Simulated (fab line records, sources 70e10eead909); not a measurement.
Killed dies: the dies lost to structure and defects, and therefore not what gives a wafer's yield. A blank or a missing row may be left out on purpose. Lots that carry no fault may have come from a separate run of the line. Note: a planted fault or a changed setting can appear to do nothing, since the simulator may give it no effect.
The tool behind it: which one? / flow nandHarc / 18 wafers from 6 lots sampled at 5 of the route's 1302 steps

== WHAT EACH GAUGE READ, for each wafer ==
NHARC_END_SORT_01.
lot=L425; measured=day 27 23:59; on=prober-01; defectLimitedYield (%)=85.2 83.5 80.4

== EACH LOT AND THE TOOL THAT RAN IT (in order: tool; ch and the chambers of the sampled wafers; start) ==
lot=L416; NHARC_P_M1_PVD_21=pvdSputter-01, day 6 22:58; NHARC_A_BONDPAD_PRE_CLEAN_26=pvdSputter-03, day 23 10:06 or earlier; NHARC_A_BONDPAD_CMP_19=cmp-01 ch 0,2, day 23 10:06; NHARC_THIN_TSV_CMP_21=cmp-01 ch 0,3, day 24 03:17
lot=L425; NHARC_P_M1_PVD_21=pvdSputter-01, day 10 22:23; NHARC_A_BONDPAD_PRE_CLEAN_26=pvdSputter-02, day 26 19:02 or earlier; NHARC_A_BONDPAD_CMP_19=cmp-04 ch 0,2,3, day 26 19:02; NHARC_THIN_TSV_CMP_21=cmp-01 ch 0,1,2, day 27 12:35
lot=L431; NHARC_P_M1_PVD_21=pvdSputter-03, day 13 13:08; NHARC_A_BONDPAD_PRE_CLEAN_26=pvdSputter-01, day 30 09:24 or earlier; NHARC_A_BONDPAD_CMP_19=cmp-04 ch 1,2, day 30 09:24; NHARC_THIN_TSV_CMP_21=cmp-03 ch 0,1,2, day 31 02:47
lot=L433; NHARC_P_M1_PVD_21=pvdSputter-03, day 14 03:55; NHARC_A_BONDPAD_PRE_CLEAN_26=pvdSputter-03, day 30 08:23 or earlier; NHARC_A_BONDPAD_CMP_19=cmp-03 ch 0,1,2, day 30 08:23; NHARC_THIN_TSV_CMP_21=cmp-01 ch 0,1, day 31 01:46
lot=L435; NHARC_P_M1_PVD_21=pvdSputter-01, day 14 20:56; NHARC_A_BONDPAD_PRE_CLEAN_26=pvdSputter-03, day 31 17:16 or earlier; NHARC_A_BONDPAD_CMP_19=cmp-04 ch 0,1,2, day 31 17:16; NHARC_THIN_TSV_CMP_21=cmp-01 ch 0,2, day 32 17:53
lot=L436; NHARC_P_M1_PVD_21=pvdSputter-01, day 16 20:39; NHARC_A_BONDPAD_PRE_CLEAN_26=pvdSputter-02, day 34 02:08 or earlier; NHARC_A_BONDPAD_CMP_19=cmp-01 ch 0,1,3, day 34 02:08; NHARC_THIN_TSV_CMP_21=cmp-03 ch 0,3, day 34 20:32
- NHARC_P_M1_PVD_21: deposits Cu, target thk 30 nm, time 20.49 s.
- NHARC_A_BONDPAD_PRE_CLEAN_26: time 30 s.
- NHARC_A_BONDPAD_CMP_19: polishes, t overpolish 30 s, cu recess touch 16 s, target thk 169.82 nm.
- NHARC_THIN_TSV_CMP_21: polishes, t overpolish 30 s, target thk 2000 nm.

== THE ANSWER, worked out from the rows above alone ==
Rule: usual is defined by the lots themselves. The widest of any qualifying gaps counts: lots, ordered by their means at a reading, are off when they make up no more than a third of the lots, leave a main group of 4 or more, and stand apart from it by 3 or more times the standard deviation of that group's means. Not used: any main group whose means are identical at the precision the tables above print for the reading. A lot without any number at a reading at which 4 lots or more have one is off too. Any other lot the step has rows for is counted as sound.
No lot is off at any reading shown: from this, nothing can be told.

== WHAT THE SIMULATOR HAD PUT IN ==
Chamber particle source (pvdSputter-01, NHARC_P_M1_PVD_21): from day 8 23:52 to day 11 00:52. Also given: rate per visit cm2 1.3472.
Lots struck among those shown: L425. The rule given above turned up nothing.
